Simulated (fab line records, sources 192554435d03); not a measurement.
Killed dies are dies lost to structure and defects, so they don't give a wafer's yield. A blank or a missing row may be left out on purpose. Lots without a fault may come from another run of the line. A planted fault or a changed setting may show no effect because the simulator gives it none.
Which tool did it? | flow n5_finfet | 9 lots, 27 wafers sampled, at 6 steps of a route of 1938

WHAT THE GAUGES READ, wafer by wafer
N5_MOL_CONTACT_COAG_OVL_MEAS_41. Usual: VD_OVL -0.5 nm, standard deviation 0.63.
lot  | measured    | on         | VD_OVL (nm)    | flag
L126 | day 5 04:01 | overlay-01 | -0.5 -0.9 -0.2 |
L128 | day 5 17:37 | overlay-02 | 1.1 1.2 0.6    |
L131 | day 6 09:10 | overlay-02 | -1.4 -0.1 -0.4 |
L132 | day 6 15:27 | overlay-02 | -0.7 -0.1 -1.5 |
L135 | day 7 09:28 | overlay-02 | -1.2 -0.8 -0.4 |
L142 | day 9 04:02 | overlay-01 | -0.5 0.8 0.6   |
L143 | day 9 07:18 | overlay-01 | -0.9 -0.3 -0.6 |
L144 | day 9 14:41 | overlay-02 | 0.3 -0.3 0.3   |
L145 | day 9 20:28 | overlay-02 | -0.8 -0.6 -0.6 |

N5_MOL_CONTACT_COAG_INSPECT_42: inspects for defects (brightfield). Usual: raw_defect_count 188, standard deviation 48.
lot  | measured    | on                | raw_defect_count | flag
L126 | day 5 04:05 | defect_inspect-01 | 250 181 292      |
L128 | day 5 17:40 | defect_inspect-01 | 234 148 130      |
L131 | day 6 09:13 | defect_inspect-02 | 1487 1537 1586   | OFF
L132 | day 6 15:31 | defect_inspect-01 | 1571 1634 1627   | OFF
L135 | day 7 09:31 | defect_inspect-02 | 1633 1577 1659   | OFF
L142 | day 9 04:05 | defect_inspect-02 | 246 204 210      |
L143 | day 9 07:22 | defect_inspect-02 | 187 194 276      |
L144 | day 9 14:44 | defect_inspect-02 | 294 180 207      |
L145 | day 9 20:31 | defect_inspect-02 | 236 158 175      |

N5_BEOL_M4_RC_MEAS_101. Usual: DIBL_N 36.1 mV/V, standard deviation 1.3; DIBL_P 36.1 mV/V, standard deviation 1.7; IOFF_N 0.154 nA/um, standard deviation 0.022; IOFF_P 0.201 nA/um, standard deviation 0.024; ION_N 675 uA/um, standard deviation 8.9; ION_P 462 uA/um, standard deviation 5.9; SS_N 71.5 mV/dec, standard deviation 0.49; SS_P 73.3 mV/dec, standard deviation 0.58; VT_N 250.0 mV, standard deviation 2.7; VT_P -251.3 mV, standard deviation 2.7.
lot  | measured     | on        | DIBL_N (mV/V)  | DIBL_P (mV/V)  | IOFF_N (nA/um)    | IOFF_P (nA/um)    | ION_N (uA/um) | ION_P (uA/um) | SS_N (mV/dec)  | SS_P (mV/dec)  | VT_N (mV)         | VT_P (mV)            | flag
L126 | day 7 20:01  | prober-01 | 35.6 35.7 35.3 | 34.7 34.9 34.9 | 0.148 0.151 0.147 | 0.194 0.200 0.196 | 674 688 678   | 468 470 463   | 71.6 72.3 72.2 | 73.1 73.5 72.6 | 249.6 249.3 247.7 | -251.0 -249.6 -250.2 |
L128 | day 8 02:34  | prober-01 | 36.8 36.0 37.6 | 37.7 36.4 38.3 | 0.168 0.146 0.165 | 0.185 0.172 0.184 | 678 662 676   | 452 452 448   | 72.2 71.3 72.1 | 73.7 73.7 73.5 | 250.7 251.7 250.3 | -254.7 -253.2 -254.9 |
L131 | day 9 01:45  | prober-01 | 35.5 35.4 35.1 | 35.7 34.5 34.4 | 0.139 0.133 0.133 | 0.213 0.200 0.200 | 673 656 663   | 460 459 461   | 72.1 71.7 71.3 | 73.3 72.9 72.8 | 251.8 253.1 249.9 | -249.5 -248.3 -248.9 |
L132 | day 9 07:28  | prober-01 | 35.3 35.0 35.2 | 36.2 35.3 35.5 | 0.149 0.136 0.145 | 0.205 0.181 0.195 | 684 676 682   | 467 468 468   | 71.1 70.5 70.8 | 72.6 72.9 73.2 | 248.5 251.2 248.5 | -249.8 -249.1 -248.5 |
L135 | day 10 15:41 | prober-02 | 35.2 35.0 36.8 | 34.1 35.0 36.7 | 0.136 0.151 0.176 | 0.174 0.192 0.218 | 662 672 679   | 452 460 462   | 71.4 71.7 71.6 | 72.9 73.4 74.1 | 253.5 252.1 247.8 | -250.5 -250.9 -250.6 |
L142 | day 11 22:54 | prober-01 | 36.7 37.5 35.5 | 38.5 40.4 37.5 | 0.165 0.185 0.140 | 0.205 0.235 0.195 | 672 682 654   | 457 459 449   | 72.0 71.9 71.7 | 73.8 74.1 73.5 | 250.8 251.0 254.2 | -254.0 -249.4 -251.7 |
L143 | day 12 23:49 | prober-02 | 36.5 36.1 35.8 | 37.5 37.5 37.1 | 0.156 0.160 0.146 | 0.221 0.216 0.205 | 674 676 665   | 468 470 464   | 71.2 72.1 72.0 | 73.8 72.7 72.9 | 251.3 251.1 253.0 | -248.6 -247.2 -247.0 |
L144 | day 12 20:43 | prober-02 | 36.0 36.6 34.9 | 36.7 36.9 35.4 | 0.141 0.141 0.122 | 0.183 0.189 0.162 | 668 667 659   | 455 456 453   | 70.9 71.6 70.7 | 73.6 73.5 72.5 | 250.3 252.9 253.9 | -252.3 -256.0 -256.0 |
L145 | day 13 01:31 | prober-01 | 35.4 34.2 36.5 | 35.5 33.2 36.5 | 0.150 0.120 0.167 | 0.197 0.163 0.208 | 676 666 680   | 465 456 468   | 71.8 71.3 72.3 | 72.6 72.9 73.0 | 249.4 252.3 248.5 | -252.2 -252.5 -249.7 |

WHICH TOOL RAN EACH LOT (tool, then ch and the chambers of the sampled wafers, then the start)
lot  | N5_MOL_CONTACT_COAG_ETCH_89       | N5_MOL_CONTACT_COAG_ETCHBACK_132  | N5_MOL_CONTACT_COAG_ETCH_67
L126 | rie_diel-01 ch 0,1,2, day 5 02:53 | rie_diel-01 ch 1,3, day 5 03:11   | rie_diel-06 ch 1,2,3, day 5 04:59
L128 | rie_diel-01 ch 1,2, day 5 16:26   | rie_diel-01 ch 0,1,2, day 5 16:46 | rie_diel-06 ch 1,3, day 5 18:14
L131 | rie_diel-01 ch 0,1, day 6 08:02   | rie_diel-01 ch 0,1,2, day 6 08:19 | rie_diel-06 ch 0,1,3, day 6 09:35
L132 | rie_diel-01 ch 1,2, day 6 14:12   | rie_diel-01 ch 1,2, day 6 14:29   | rie_diel-01 ch 0,1, day 6 16:23
L135 | rie_diel-01 ch 0,1,2, day 7 07:56 | rie_diel-02 ch 0,1,2, day 7 08:29 | rie_diel-06 ch 0,1, day 7 10:07
L142 | rie_diel-02 ch 1,2,3, day 9 02:45 | rie_diel-01 ch 0,1,3, day 9 03:04 | rie_diel-06 ch 1,2,3, day 9 04:50
L143 | rie_diel-06 ch 0,2,3, day 9 06:11 | rie_diel-06 ch 1,2,3, day 9 06:27 | rie_diel-02 ch 1,2,3, day 9 07:51
L144 | rie_diel-02 ch 1,3, day 9 13:32   | rie_diel-06 ch 2,3, day 9 13:50   | rie_diel-02 ch 0,2, day 9 15:11
L145 | rie_diel-06 ch 0,1,3, day 9 19:09 | rie_diel-01 ch 0,1,3, day 9 19:36 | rie_diel-01 ch 0,1, day 9 20:54
- N5_MOL_CONTACT_COAG_ETCH_89: etches underlayer in N2/H2, target depth 13 nm, time 10.4 s.
- N5_MOL_CONTACT_COAG_ETCHBACK_132: etches SiO2 in CHF3, target depth 10 nm, time 6.7 s.
- N5_MOL_CONTACT_COAG_ETCH_67: etches SOC in N2/H2, target depth 60 nm, overetch 21 nm, time 101.2 s.

WHAT THE TOOLS THEMSELVES READ (means of the sampled wafers that have a number; where no wafer has one, the mark that the record gives instead)
N5_MOL_CONTACT_COAG_ETCH_89. Usual: drypump_motor_current_A 5.7 A, standard deviation 0.35; etch_rf_on_time_s 10.31 s, standard deviation 0.14; oes_product_au 0.69 a.u., standard deviation 0.089; rf_vpp_V 523.5 V, standard deviation 2.1; showerhead_plenum_p_Torr 2.53 Torr, standard deviation 0.07; throttle_valve_pct 17.78 %, standard deviation 0.29.
lot  | tool        | drypump_motor_current_A (A) | etch_rf_on_time_s (s) | oes_product_au (a.u.) | rf_vpp_V (V) | showerhead_plenum_p_Torr (Torr) | throttle_valve_pct (%) | flag
L126 | rie_diel-01 | 5.5                         | 10.43                 | 0.65                  | 522.8        | 2.50                            | 17.91                  |
L128 | rie_diel-01 | 5.7                         | 10.34                 | 0.72                  | 523.7        | 2.50                            | 17.68                  |
L131 | rie_diel-01 | 5.3                         | 10.47                 | 0.57                  | 522.5        | 2.51                            | 18.17                  |
L132 | rie_diel-01 | 5.7                         | 10.31                 | 0.71                  | 523.5        | 2.50                            | 17.69                  |
L135 | rie_diel-01 | 5.5                         | 10.43                 | 0.63                  | 522.3        | 2.49                            | 17.94                  |
L142 | rie_diel-02 | 5.6                         | 10.23                 | 0.71                  | 523.0        | 2.54                            | 17.68                  |
L143 | rie_diel-06 | 5.7                         | 10.22                 | 0.69                  | 523.0        | 2.53                            | 17.82                  |
L144 | rie_diel-02 | 5.6                         | 10.31                 | 0.72                  | 524.9        | 2.54                            | 17.69                  |
L145 | rie_diel-06 | 5.7                         | 10.36                 | 0.63                  | 523.8        | 2.54                            | 17.85                  |

N5_MOL_CONTACT_COAG_ETCHBACK_132. Usual: drypump_motor_current_A 5.7 A, standard deviation 0.35; oes_product_au 0.81 a.u., standard deviation 0.1; rf_vpp_V 524 V, standard deviation 3.3; showerhead_plenum_p_Torr 2.37 Torr, standard deviation 0.068; throttle_valve_pct 18.62 %, standard deviation 0.26.
lot  | tool        | drypump_motor_current_A (A) | oes_product_au (a.u.) | rf_vpp_V (V) | showerhead_plenum_p_Torr (Torr) | throttle_valve_pct (%) | flag
L126 | rie_diel-01 | 5.8                         | 0.70                  | 529          | 2.36                            | 19.03                  |
L128 | rie_diel-01 | 5.5                         | 0.76                  | 526          | 2.35                            | 18.77                  |
L131 | rie_diel-01 | 5.5                         | 0.75                  | 525          | 2.34                            | 18.79                  |
L132 | rie_diel-01 | 5.6                         | 0.83                  | 526          | 2.34                            | 18.54                  |
L135 | rie_diel-02 | 5.7                         | 0.86                  | 524          | 2.38                            | 18.44                  |
L142 | rie_diel-01 | 5.7                         | 0.85                  | 526          | 2.35                            | 18.77                  |
L143 | rie_diel-06 | 5.8                         | 0.78                  | 519          | 2.31                            | 18.65                  |
L144 | rie_diel-06 | 6.0                         | 0.76                  | 518          | 2.28                            | 18.73                  |
L145 | rie_diel-01 | 5.7                         | 0.86                  | 526          | 2.34                            | 18.78                  |

N5_MOL_CONTACT_COAG_ETCH_67. Usual: drypump_motor_current_A 5.7 A, standard deviation 0.35; oes_product_au 0.67 a.u., standard deviation 0.081; rf_vpp_V 523.5 V, standard deviation 2.5; showerhead_plenum_p_Torr 2.53 Torr, standard deviation 0.086; throttle_valve_pct 17.75 %, standard deviation 0.26.
lot  | tool        | drypump_motor_current_A (A) | oes_product_au (a.u.) | rf_vpp_V (V) | showerhead_plenum_p_Torr (Torr) | throttle_valve_pct (%) | flag
L126 | rie_diel-06 | 5.8                         | 0.60                  | 522.3        | 2.49                            | 17.88                  |
L128 | rie_diel-06 | 6.0                         | 0.60                  | 521.3        | 2.46                            | 17.89                  |
L131 | rie_diel-06 | 5.7                         | 0.65                  | 523.3        | 2.55                            | 17.79                  |
L132 | rie_diel-01 | 5.3                         | 0.56                  | 522.5        | 2.51                            | 18.14                  |
L135 | rie_diel-06 | 5.4                         | 0.68                  | 526.9        | 2.64                            | 17.68                  |
L142 | rie_diel-06 | 5.8                         | 0.64                  | 521.4        | 2.48                            | 17.77                  |
L143 | rie_diel-02 | 5.6                         | 0.69                  | 523.6        | 2.54                            | 17.65                  |
L144 | rie_diel-02 | 5.8                         | 0.63                  | 525.4        | 2.58                            | 17.63                  |
L145 | rie_diel-01 | 5.4                         | 0.65                  | 522.9        | 2.50                            | 18.05                  |

THE ANSWER, worked out from the rows above alone
Rule: a lot is off if the mean of its wafers that have a number lies more than 3 standard deviations from the usual mean. A lot without any number at a reading at which 4 lots or more have one is off too. The other lots that the step has rows for count as sound. The gauges are gone through in route order, then the tools' own readings, and for those a lot's mean is taken as printed above. The first step at which some lot is off is used, and at that step the reading that is off furthest; a lot without a number counts as furthest.
Off: L131, L132, L135, at N5_MOL_CONTACT_COAG_INSPECT_42 (raw_defect_count).
A tool fits if, at a process step before that reading, it ran every lot that is off, and no sound lot after the first of them. The gauges at N5_MOL_CONTACT_COAG_INSPECT_42 are tried like those tools. One fits: rie_diel-01 at N5_MOL_CONTACT_COAG_ETCH_89. Its last sound lot is L128 (day 5 16:26), its first lot that is off L131 (day 6 08:02): a fault that began between those two fits.

WHAT THE SIMULATOR HAD PUT IN
Chamber particle source: rie_diel-01, from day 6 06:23 on, at N5_MOL_CONTACT_COAG_ETCH_89. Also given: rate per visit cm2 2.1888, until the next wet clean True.
Lots struck among those shown: L131, L132, L135. The rule above found the same.
